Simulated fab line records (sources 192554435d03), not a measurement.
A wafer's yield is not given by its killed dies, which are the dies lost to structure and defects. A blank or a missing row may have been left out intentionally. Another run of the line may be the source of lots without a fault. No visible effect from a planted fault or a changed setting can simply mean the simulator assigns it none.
fab line records -- flow n5-finfet
record lots=8, wafers=24, last-day=18
route steps=1938 shown BEOL_M0@717 BEOL_M1@751 BEOL_M4@1111 PASSIVATION@1936
lots that met no fault: from a run of the same line without faults
start-h: hours from the record's opening day to when the first of the lot's shown wafers began -- wait-h: how many hours have passed since the lot's step before this one -- " as in the row above -- L1.1+2: a row that stands for several wafers -- - no value, or no start was given -- * or withheld: withheld -- < > ~ a bound
route shown NAME@n: a module of which the file shows steps, and the number in the route of the first -- usual: average and standard deviation across the fault-free wafers -- same: alike in all rows -- chamber/n: place in a boat -- sites: readings site by site -- _std_site: standard deviation across them -- _edge_site: mean of outer sites minus mean of inner sites -- radius-mm: how far each site lies from the wafer's centre -- mask NAME#n: copy n -- behind: tool/chamber where the wafer was last shaped -- hold: why the lot was held/for how many hours/how that ended -- device: transistor that didn't switch, given as n, p or np -- end of line: the route-end tests of the same wafers -- a step given without rows: its recipe and nothing more -- killed: count of dies lost to structure and defects at first sort (not the wafer's yield) -- map: per-die view of a wafer (x killed, . not killed, _ where there is no die)
set.NAME: the setting as run; set.NAME@STEP: as run at that earlier step -- model.NAME: the simulator's own value behind a step, which no gauge read
one table for each step of the route and one row for each wafer, over a sample of lots
services: a tool's chamber out of use, with start hour (start-h, from the record's first day; less than 0 if before it), hours out, and reason
## steps
# step N5_BEOL_M0_STRIP_140
# recipe chemistry=CF4, resist=SiARC, power-w=300, bias-power-w=75, pressure-mtorr=50, cf4-flow-sccm=150, rf-frequency-hz=6e+07
# usual drypump-motor-current-A=5.6/0.44, oes-product-au=0.79/0.077, rf-vpp-V=271.4/1.9, showerhead-plenum-p-Torr=1.80/0.053, throttle-valve-pct=13.52/0.16
lot.wafer,tool,chamber,start-h,wait-h,drypump-motor-current-A,oes-product-au,rf-hours-counter-h,rf-vpp-V,showerhead-plenum-p-Torr,throttle-valve-pct
L879.2,rie-diel-04,2,153.78,0.2,6.0,0.72,178,272.7,1.81,13.51
L879.4,rie-diel-04,0,153.78,0.2,5.9,0.79,112,269.5,1.75,13.36
L879.5,rie-diel-04,2,153.78,0.2,6.0,0.71,-,273.0,1.81,13.50
L880.1,rie-diel-01,1,157.90,0.3,5.4,0.69,245,271.4,1.76,13.93
L880.4,rie-diel-01,3,157.90,0.3,6.1,0.69,-,272.0,1.78,13.82
L880.5,rie-diel-01,1,157.90,0.3,5.3,0.69,-,271.1,1.76,13.94
L881.1,rie-diel-01,0,162.25,0.1,5.2,0.81,64,273.7,1.88,13.42
L881.2,rie-diel-01,1,162.25,0.1,5.3,0.69,248,271.1,1.76,13.95
L881.6,rie-diel-01,3,162.25,0.1,6.1,0.69,-,271.9,1.78,13.84
L892.2,rie-diel-04,3,223.39,0.5,5.1,0.81,104,270.8,1.72,13.53
L892.3,rie-diel-04,1,223.39,0.5,5.8,0.91,4,276.1,1.82,13.31
L892.5,rie-diel-04,2,223.39,0.5,6.0,0.70,-,272.6,1.80,13.56
L893.2,rie-diel-06,3,230.54,0.1,5.1,0.83,66,267.5,1.76,13.60
L893.5,rie-diel-06,3,230.54,0.1,5.0,0.82,-,271.6,1.76,13.61
L893.6,rie-diel-06,2,230.54,0.1,5.8,0.81,-,271.7,1.82,13.47
L894.2,rie-diel-06,0,234.45,0.2,5.2,0.70,224,269.7,1.85,13.49
L894.4,rie-diel-06,2,234.45,0.2,5.8,0.82,83,272.0,1.82,13.50
L894.5,rie-diel-06,3,234.45,0.2,5.1,0.82,-,270.9,1.76,13.62
L895.1,rie-diel-06,1,248.20,0.3,6.4,0.84,47,274.3,1.89,13.41
L895.2,rie-diel-06,0,248.20,0.3,5.1,0.70,228,271.7,1.84,13.54
L895.3,rie-diel-06,3,248.20,0.3,5.1,0.82,72,270.5,1.75,13.59
L897.1,rie-diel-01,3,253.27,0.1,6.1,0.94,11,270.5,1.78,13.25
L897.3,rie-diel-01,1,253.27,0.1,5.4,0.95,2,269.8,1.75,13.38
L897.4,rie-diel-01,0,253.27,0.1,5.2,0.78,104,271.9,1.87,13.51
# step N5_BEOL_M0_STRIP_142
# recipe chemistry=N2/H2, time-s=10, power-w=450, temp-c=40, pressure-mtorr=20, rf-frequency-hz=6e+07, bias-power-w=7, n2-flow-sccm=200, h2-flow-sccm=200
# usual drypump-motor-current-A=5.7/0.43, oes-product-au=0.80/0.082, rf-vpp-V=59.1/0.78, showerhead-plenum-p-Torr=2.55/0.086, throttle-valve-pct=23.6/0.34
lot.wafer,tool,chamber,start-h,wait-h,drypump-motor-current-A,oes-product-au,rf-hours-counter-h,rf-vpp-V,showerhead-plenum-p-Torr,throttle-valve-pct
L879.2,rie-diel-04,3,154.02,0.0,5.2,0.83,82,60.1,2.46,23.6
L879.4,rie-diel-04,1,154.02,0.0,5.8,0.67,235,59.4,2.62,24.1
L879.5,rie-diel-04,2,154.02,0.0,6.0,0.71,-,57.7,2.53,23.3
L880.1,rie-diel-01,1,158.11,0.0,5.4,0.72,245,57.3,2.49,23.9
L880.4,rie-diel-01,3,158.11,0.0,6.2,0.69,-,59.8,2.52,24.4
L880.5,rie-diel-01,0,158.11,0.0,5.2,0.85,-,60.3,2.68,23.7
L881.1,rie-diel-01,3,162.46,0.0,6.2,0.69,244,59.3,2.52,24.4
L881.2,rie-diel-01,1,162.46,0.0,5.4,0.71,248,59.4,2.49,24.0
L881.6,rie-diel-01,2,162.46,0.0,5.6,0.88,-,59.5,2.47,23.2
L892.2,rie-diel-04,3,223.91,0.0,5.1,0.81,104,59.1,2.45,23.6
L892.3,rie-diel-04,2,223.91,0.0,6.0,0.69,205,59.2,2.52,23.4
L892.5,rie-diel-04,2,223.91,0.0,6.0,0.70,-,58.7,2.52,23.4
L893.2,rie-diel-06,2,230.75,0.0,5.8,0.83,81,59.1,2.57,23.5
L893.5,rie-diel-06,3,230.75,0.0,5.1,0.88,-,58.5,2.47,23.7
L893.6,rie-diel-06,0,230.75,0.0,5.2,0.71,-,58.8,2.61,23.2
L894.2,rie-diel-01,2,235.59,0.0,5.5,0.83,78,58.6,2.45,23.2
L894.4,rie-diel-01,2,235.59,0.0,5.6,0.83,-,58.6,2.45,23.2
L894.5,rie-diel-01,0,235.59,0.0,5.2,0.80,-,60.5,2.67,23.7
L895.1,rie-diel-06,3,248.98,0.0,5.1,0.87,72,59.0,2.47,23.7
L895.2,rie-diel-06,1,248.98,0.0,6.4,0.84,48,60.5,2.70,23.4
L895.3,rie-diel-06,2,248.98,0.0,5.8,0.82,87,59.6,2.56,23.5
L897.1,rie-diel-04,2,253.48,0.0,6.0,0.69,215,60.3,2.51,23.4
L897.3,rie-diel-04,1,253.48,0.0,5.8,0.91,15,58.9,2.61,23.9
L897.4,rie-diel-04,0,253.48,0.0,6.0,0.76,149,59.0,2.44,23.5
# step N5_BEOL_M0_CMP_120
# recipe stop-on=SiOC, t-overpolish-s=6.9, down-force-psi=1, platen-rpm=50, clearing-platen-down-force-psi=1.5, clearing-platen-rpm=50, post-cmp-clean=cu-alkaline, clearing-platen-pad-velocity-m-s=0.99484, pad-velocity-m-s=0.99484
# usual barrier-field-endpoint-s=3.76/0.13, clearing-platen-down-force-psi=1.4995/0.0029, motor-current-A=5.9/0.61, overpolish-run-s=6.902/0.0092, slurry-filter-dp-kPa=13.48/0.14, time-to-endpoint-s=62/3.3
lot.wafer,tool,chamber,start-h,wait-h,barrier-field-endpoint-s,clearing-platen-down-force-psi,motor-current-A,overpolish-run-s,slurry-filter-dp-kPa,time-to-endpoint-s
L879.4,cmp-02,2,156.56,0.1,-,-,-,-,-,-
L879.2,cmp-02,3,156.56,0.1,-,-,-,-,-,-
L879.5,cmp-02,2,156.56,0.1,-,-,-,-,-,-
L880.1,cmp-04,3,161.50,0.3,-,-,-,-,-,-
L880.4,cmp-04,1,161.50,0.3,-,-,-,-,-,-
L880.5,cmp-04,3,161.50,0.3,-,-,-,-,-,-
L881.2,cmp-04,3,165.85,0.2,-,-,-,-,-,-
L881.1,cmp-04,0,165.85,0.2,-,-,-,-,-,-
L881.6,cmp-04,3,165.85,0.2,-,-,-,-,-,-
L892.3,cmp-04,0,226.27,0.3,3.71,1.4962,6.3,6.902,13.40,64
L892.2,cmp-04,1,226.27,0.3,3.94,1.5017,6.2,6.907,13.44,61
L892.5,cmp-04,2,226.27,0.3,3.78,1.5020,5.5,6.889,13.45,59
L893.2,cmp-02,2,234.68,0.3,3.50,1.4971,5.4,6.918,13.68,62
L893.5,cmp-02,1,234.68,0.3,3.89,1.5013,6.8,6.907,13.42,65
L893.6,cmp-02,2,234.68,0.3,3.62,1.4982,5.3,6.892,13.37,64
L894.4,cmp-02,3,240.10,0.2,3.76,1.4988,5.5,6.909,13.23,59
L894.2,cmp-02,0,240.10,0.2,3.63,1.4990,6.3,6.899,13.58,62
L894.5,cmp-02,2,240.10,0.2,3.66,1.5002,5.5,6.891,13.33,60
L895.3,cmp-04,1,253.74,0.2,3.68,1.4980,6.1,6.904,13.42,55
L895.1,cmp-04,2,253.74,0.2,3.27,1.5040,5.9,6.886,13.54,56
L895.2,cmp-04,3,253.74,0.2,3.64,1.4984,6.2,6.907,13.25,56
L897.4,cmp-02,1,256.59,0.2,3.92,1.4999,6.7,6.895,13.82,63
L897.3,cmp-02,2,256.59,0.2,3.85,1.5006,5.4,6.898,13.26,56
L897.1,cmp-02,3,256.59,0.2,3.64,1.5025,5.5,6.897,13.60,57
# step N5_BEOL_M0_RS_MEAS_126
# recipe thk-meas-gauge=four-point-probe, reads=Co_of_BEOL_M0_CO_CAP_123+Cu_of_BEOL_M0_ECD_118+Co_of_BEOL_M0_CVD_115+TaN_of_BEOL_M0_ALD_136
# usual M0_RS=0.536/0.017
lot.wafer,tool,chamber,start-h,wait-h,M0_RS[ohm/sq]
L879.2,film-metro-02,-,157.11,0.1,0.064
L879.4,film-metro-02,-,157.11,0.1,0.064
L879.5,film-metro-02,-,157.11,0.1,0.063
L880.1,film-metro-02,-,162.11,0.0,0.063
L880.4,film-metro-02,-,162.11,0.0,0.064
L880.5,film-metro-02,-,162.11,0.0,0.064
L881.1,film-metro-02,-,166.37,0.0,0.063
L881.2,film-metro-02,-,166.37,0.0,0.064
L881.6,film-metro-02,-,166.37,0.0,0.063
L892.2,film-metro-01,-,226.88,0.1,0.546
L892.3,film-metro-01,-,226.88,0.1,0.543
L892.5,film-metro-01,-,226.88,0.1,0.542
L893.2,film-metro-02,-,235.22,0.1,0.533
L893.5,film-metro-02,-,235.22,0.1,0.494
L893.6,film-metro-02,-,235.22,0.1,0.528
L894.2,film-metro-02,-,240.61,0.1,0.536
L894.4,film-metro-02,-,240.61,0.1,0.567
L894.5,film-metro-02,-,240.61,0.1,0.553
L895.1,film-metro-01,-,254.32,0.0,0.534
L895.2,film-metro-01,-,254.32,0.0,0.563
L895.3,film-metro-01,-,254.32,0.0,0.561
L897.1,film-metro-02,-,257.11,0.0,0.571
L897.3,film-metro-02,-,257.11,0.0,0.546
L897.4,film-metro-02,-,257.11,0.0,0.526
# step N5_BEOL_M0_INSPECT_127
# recipe inspect-instrument=darkfield, mode=post-dep
# usual raw-defect-count=69/21
lot.wafer,tool,chamber,start-h,wait-h,raw-defect-count
L879.2,defect-inspect-01,-,157.14,0.0,3594
L879.4,defect-inspect-01,-,157.14,0.0,3624
L879.5,defect-inspect-01,-,157.14,0.0,3567
L880.1,defect-inspect-02,-,162.14,0.0,3568
L880.4,defect-inspect-02,-,162.14,0.0,3556
L880.5,defect-inspect-02,-,162.14,0.0,3574
L881.1,defect-inspect-01,-,166.40,0.0,3632
L881.2,defect-inspect-01,-,166.40,0.0,3565
L881.6,defect-inspect-01,-,166.40,0.0,3511
L892.2,defect-inspect-01,-,226.90,0.0,59
L892.3,defect-inspect-01,-,226.90,0.0,80
L892.5,defect-inspect-01,-,226.90,0.0,95
L893.2,defect-inspect-02,-,235.24,0.0,45
L893.5,defect-inspect-02,-,235.24,0.0,44
L893.6,defect-inspect-02,-,235.24,0.0,47
L894.2,defect-inspect-02,-,240.64,0.0,33
L894.4,defect-inspect-02,-,240.64,0.0,54
L894.5,defect-inspect-02,-,240.64,0.0,60
L895.1,defect-inspect-01,-,254.35,0.0,71
L895.2,defect-inspect-01,-,254.35,0.0,87
L895.3,defect-inspect-01,-,254.35,0.0,91
L897.1,defect-inspect-01,-,257.13,0.0,55
L897.3,defect-inspect-01,-,257.13,0.0,35
L897.4,defect-inspect-01,-,257.13,0.0,41
# step N5_BEOL_M1_ILD_DEP_00
# recipe material=SiOC, target-thk-a=790, temp-c=350, precursor=DEMS/O2, pressure-torr=5, rf-w=500, time-s=15.3
# usual heater-power-w=447/58, showerhead-plenum-p-Torr=5.692/0.013, throttle-valve-pct=12.1/0.73
lot.wafer,tool,chamber,start-h,wait-h,heater-power-w,showerhead-plenum-p-Torr,throttle-valve-pct
L892.2,pecvd-03,1,226.96,0.1,449,5.676,12.4
L892.3,pecvd-03,1,226.96,0.1,445,5.669,12.4
L892.5,pecvd-03,1,226.96,0.1,456,5.682,12.2
L893.2,pecvd-02,2,235.28,0.0,523,5.682,11.3
L893.5,pecvd-02,0,235.28,0.0,349,5.700,12.4
L893.6,pecvd-02,1,235.28,0.0,483,5.693,13.1
L894.2,pecvd-02,0,240.67,0.0,389,5.696,12.4
L894.4,pecvd-02,1,240.67,0.0,441,5.689,13.2
L894.5,pecvd-02,0,240.67,0.0,383,5.675,12.4
L895.1,pecvd-04,0,254.39,0.0,451,5.680,11.6
L895.2,pecvd-04,1,254.39,0.0,495,5.690,13.0
L895.3,pecvd-04,2,254.39,0.0,414,5.706,11.8
L897.1,pecvd-02,2,257.17,0.0,531,5.684,11.2
L897.3,pecvd-02,1,257.17,0.0,437,5.683,13.2
L897.4,pecvd-02,0,257.17,0.0,397,5.701,12.3
# step N5_BEOL_M4_RC_MEAS_101
# usual DIBL_N=36.4/2.7, DIBL_P=36/3.2, IOFF_N=0.16/0.046, IOFF_P=0.21/0.055, ION_N=677/15, ION_P=464/11, SS_N=71.5/0.79, SS_P=73.3/0.93, VT_N=250/4.1, VT_P=-251/4.4
lot.wafer,tool,chamber,start-h,wait-h,DIBL_N[mV/V],DIBL_P[mV/V],IOFF_N[nA/um],IOFF_P[nA/um],ION_N[uA/um],ION_P[uA/um],SS_N[mV/dec],SS_P[mV/dec],VT_N[mV],VT_P[mV]
L892.2,prober-02,0,286.74,0.2,34.7,35,0.13,0.14,667,445,71.0,72.4,255,-255
L892.3,prober-02,0,286.74,0.2,37.8,41,0.18,0.22,671,450,72.3,73.9,251,-253
L892.5,prober-02,0,286.74,0.2,34.3,36,0.12,0.16,658,445,71.2,72.7,254,-258
L893.2,prober-02,0,293.20,0.2,36.9,38,0.17,0.24,689,475,71.3,74.3,247,-247
L893.5,prober-02,0,293.20,0.2,37.6,37,0.17,0.24,675,466,72.1,74.6,249,-248
L893.6,prober-02,0,293.20,0.2,37.0,36,0.17,0.22,676,454,71.6,74.0,248,-247
L894.2,prober-01,0,298.85,0.2,36.5,35,0.14,0.19,663,462,70.9,72.6,250,-251
L894.4,prober-01,0,298.85,0.2,32.8,31,0.10,0.14,659,453,70.5,72.4,256,-256
L894.5,prober-01,0,298.85,0.2,35.4,34,0.13,0.17,670,461,71.1,72.0,252,-255
L895.1,prober-02,0,316.62,0.0,36.8,37,0.19,0.23,697,475,71.2,72.9,246,-248
L895.2,prober-02,0,316.62,0.0,37.1,38,0.20,0.23,694,466,71.2,73.8,246,-253
L895.3,prober-02,0,316.62,0.0,37.0,38,0.17,0.23,673,466,71.6,74.1,247,-251
L897.1,prober-01,0,319.44,0.0,28.6,29,0.06,0.09,633,435,70.3,70.7,264,-265
L897.3,prober-01,0,319.44,0.0,32.5,32,0.11,0.12,658,440,71.0,71.9,256,-259
L897.4,prober-01,0,319.44,0.0,32.1,33,0.11,0.13,677,462,70.6,71.7,253,-259
# step N5_PASSIVATION_PROBE_49
# usual defect-limited-yield=91.1/1.4, killed_at_M0_to_M3=34/9.7, killed_at_M4_up=13/5.1, killed-at-contacts=14/6.3, killed-at-front-end=40/11, killed-at-other=3.5/2.7, killed-dies=105/16, killed-on-rim=13/4.1, killed-open=70/12, killed-short=34/7.8, sort_bin_5_function=5.2/0.88, sort_bin_6_memory=3.3/0.7, sort_bin_8_speed=0.1/0.62, sort-n-pass=1074/17, sort-yield-pct=91.0/1.5
# same gross-dies=1180, killed-at-back-side=0, sort_bin_4_leakage[%]=0
lot.wafer,tool,chamber,start-h,wait-h,defect-limited-yield[%],killed_at_M0_to_M3,killed_at_M4_up,killed-at-contacts,killed-at-front-end,killed-at-other,killed-dies,killed-on-rim,killed-open,killed-short,sort_bin_5_function[%],sort_bin_6_memory[%],sort_bin_8_speed[%],sort-n-pass,sort-yield-pct[%]
L879.2,prober-01,-,320.92,0.1,0,1082,6,29,61,2,1180,152,80,42,5.5,4.5,0,0,0
L879.4,prober-01,-,321.02,0.2,0,1115,17,7,39,2,1180,152,59,40,4.2,4.3,0,0,0
L879.5,prober-01,-,321.07,0.2,0,1112,13,17,31,7,1180,152,71,35,5.3,3.4,0,0,0
L880.1,prober-01,-,331.31,0.0,0,1109,17,29,23,2,1180,152,80,36,5.4,4.2,0,0,0
L880.4,prober-01,-,331.46,0.2,0,1104,17,22,34,3,1180,152,83,33,6.0,3.6,0,0,0
L880.5,prober-01,-,331.51,0.2,0,1101,15,21,37,6,1180,152,78,40,6.4,3.6,0,0,0
L881.1,prober-01,-,335.86,0.0,0,1098,13,11,57,1,1180,152,83,35,6.1,3.9,0,0,0
L881.2,prober-01,-,335.91,0.1,0,1106,10,13,47,4,1180,152,77,32,5.4,3.8,0,0,0
L881.6,prober-01,-,336.11,0.3,0,1079,20,14,66,1,1180,152,87,45,5.5,5.1,0,0,0
L892.3,prober-01,-,388.09,0.1,92.5,19,7,20,37,5,88,9,55,29,3.7,3.3,0,1092,92.5
# killed by level:class
L879.2 BEOL_M0:area-cmp=1055 MOL_CONTACT_COAG:geometric-particle:open=24 BEOL_M1:geometric-particle:open=13 STI_FIN_REVEAL:geometric-particle:open=10 GATE_CUT:geometric-particle:short=10 FIN_SAQP:geometric-particle:short=9 FIN_SAQP:geometric-particle:open=7 DUMMY_GATE:geometric-particle:open=7
L879.4 BEOL_M0:area-cmp=1078 STI_FIN_REVEAL:geometric-particle:open=9 GATE_CUT:geometric-particle:short=9 BEOL_M2:geometric-particle:short=9 DUMMY_GATE:geometric-particle:open=6 BEOL_M5:geometric-particle:open=6 BEOL_M3:geometric-particle:open=6 BEOL_M0_SAQP:geometric-particle:short=5
L879.5 BEOL_M0:area-cmp=1074 STI_FIN_REVEAL:geometric-particle:open=12 BEOL_M1:geometric-particle:open=11 MOL_CONTACT_COAG:geometric-particle:open=9 BEOL_M3:geometric-particle:open=8 MOL_CONTACT_COAG:geometric-particle:short=8 BEOL_M4:geometric-particle:open=7 FIN_SAQP:geometric-particle:short=6
L880.1 BEOL_M0:area-cmp=1063 MOL_CONTACT_COAG:geometric-particle:open=22 BEOL_M0_SAQP:geometric-particle:short=18 BEOL_M0_SAQP:geometric-particle:open=14 STI_FIN_REVEAL:geometric-particle:open=10 BEOL_M4:geometric-particle:open=8 MOL_CONTACT_COAG:geometric-particle:short=7 BEOL_M2:geometric-particle:open=6
L880.4 BEOL_M0:area-cmp=1064 MOL_CONTACT_COAG:geometric-particle:open=21 BEOL_M0_SAQP:geometric-particle:short=12 BEOL_M0_SAQP:geometric-particle:open=10 BEOL_M4:geometric-particle:open=10 STI_FIN_REVEAL:geometric-particle:open=8 BEOL_M1:geometric-particle:open=7 DUMMY_GATE:geometric-particle:open=6
L880.5 BEOL_M0:area-cmp=1061 MOL_CONTACT_COAG:geometric-particle:open=15 STI_FIN_REVEAL:geometric-particle:open=12 BEOL_M0_SAQP:geometric-particle:open=12 BEOL_M0_SAQP:geometric-particle:short=9 BEOL_M2:geometric-particle:open=8 BEOL_M4:geometric-particle:open=8 MOL_CONTACT_COAG:geometric-particle:short=6
L881.1 BEOL_M0:area-cmp=1058 STI_FIN_REVEAL:geometric-particle:open=16 BEOL_M0_SAQP:geometric-particle:open=14 MOL_CONTACT_COAG:geometric-particle:open=9 BEOL_M2:geometric-particle:open=8 BEOL_M0_SAQP:geometric-particle:short=7 DUMMY_GATE:geometric-particle:open=6 STI_FIN_REVEAL:geometric-particle:short=5
L881.2 BEOL_M0:area-cmp=1070 MOL_CONTACT_COAG:geometric-particle:open=12 BEOL_M0_SAQP:geometric-particle:open=9 STI_FIN_REVEAL:geometric-particle:open=8 BEOL_M0_SAQP:geometric-particle:short=8 BEOL_M5:geometric-particle:open=8 FIN_SAQP:geometric-particle:open=7 DUMMY_GATE:geometric-particle:open=7
L881.6 BEOL_M0:area-cmp=1047 STI_FIN_REVEAL:geometric-particle:open=23 MOL_CONTACT_COAG:geometric-particle:open=11 STI_FIN_REVEAL:geometric-particle:short=8 BEOL_M0_SAQP:geometric-particle:short=6 BEOL_M0_SAQP:geometric-particle:open=6 BEOL_M4:geometric-particle:open=6 STARTING-WAFER:geometric-particle:short=6
L892.3 MOL_CONTACT_COAG:geometric-particle:open=17 FIN_SAQP:geometric-particle:short=9 STI_FIN_REVEAL:geometric-particle:open=7 BEOL_M0_SAQP:geometric-particle:short=6 DUMMY_GATE:geometric-particle:open=4 BEOL_M0:geometric-particle:open=4 MOL_CONTACT_COAG:geometric-particle:short=3 FIN_SAQP:geometric-particle:open=2
## services
tool,chamber,start-h,hours,kind
rie-diel-01,-,144.78,4.3,pm
cmp-04,-,147.72,1.7,repair
cmp-02,-,160.85,1.0,repair
cmp-02,-,170.68,1.6,repair
rie-diel-06,3,173.08,5.7,repair
pecvd-03,-,183.37,1.1,repair
pecvd-02,2,185.05,3.7,repair
rie-diel-04,3,185.80,9.3,repair
rie-diel-04,1,195.45,-,clean
rie-diel-04,1,195.45,-,consumable-replace:focus-ring
rie-diel-04,1,195.45,17.4,scheduled-down
cmp-02,-,201.76,0.5,repair
cmp-04,-,203.16,1.2,repair
rie-diel-01,3,205.59,-,clean
rie-diel-01,3,205.59,-,consumable-replace:focus-ring
rie-diel-01,3,205.59,19.6,scheduled-down
rie-diel-01,3,205.59,19.6,vent-cycle
rie-diel-06,-,221.57,2.8,pm
pecvd-02,-,222.48,6.0,pm
rie-diel-01,1,225.32,-,clean
rie-diel-01,1,225.32,-,consumable-replace:focus-ring
rie-diel-01,1,225.32,22.4,scheduled-down
rie-diel-01,1,225.32,22.4,vent-cycle
rie-diel-06,-,256.88,0.1,repair
## key
first-sign step=N5_BEOL_M0_CMP_120, reading=tool-record, direction=missing
effect step=N5_BEOL_M0_RS_MEAS_126, reading=M0_RS, direction=down, sigmas=27, usual=0.536, struck=0.063
effect step=N5_BEOL_M0_INSPECT_127, reading=raw-defect-count, direction=up, sigmas=99+, usual=69, struck=3577
effect step=N5_PASSIVATION_PROBE_49, reading=killed_at_M0_to_M3, direction=up, sigmas=99+, usual=34, struck=1101
more-kills-born-at N5_BEOL_M0_CMP_120@cmp-04=6363, N5_BEOL_M0_CMP_120@cmp-02=3207
met-at N5_BEOL_M0_CMP_120
struck-lots L879,L880,L881
later-rows-left-out L879.2,L879.4,L879.5,L880.1,L880.4,L880.5,L881.1,L881.2,L881.6
not-acting-at N5_BEOL_M0_STRIP_140,N5_BEOL_M0_STRIP_142,N5_BEOL_M1_ILD_DEP_00
fault kind=skipped-step-whole, tool=cmp-02,cmp-04, chamber=-, onset-h=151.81, steps=N5_BEOL_M0_CMP_120, scope=struck-lots-only
# later-rows-left-out: the simulator's readings of these wafers behind a module that went badly wrong aren't trusted and aren't shown, but for the sort
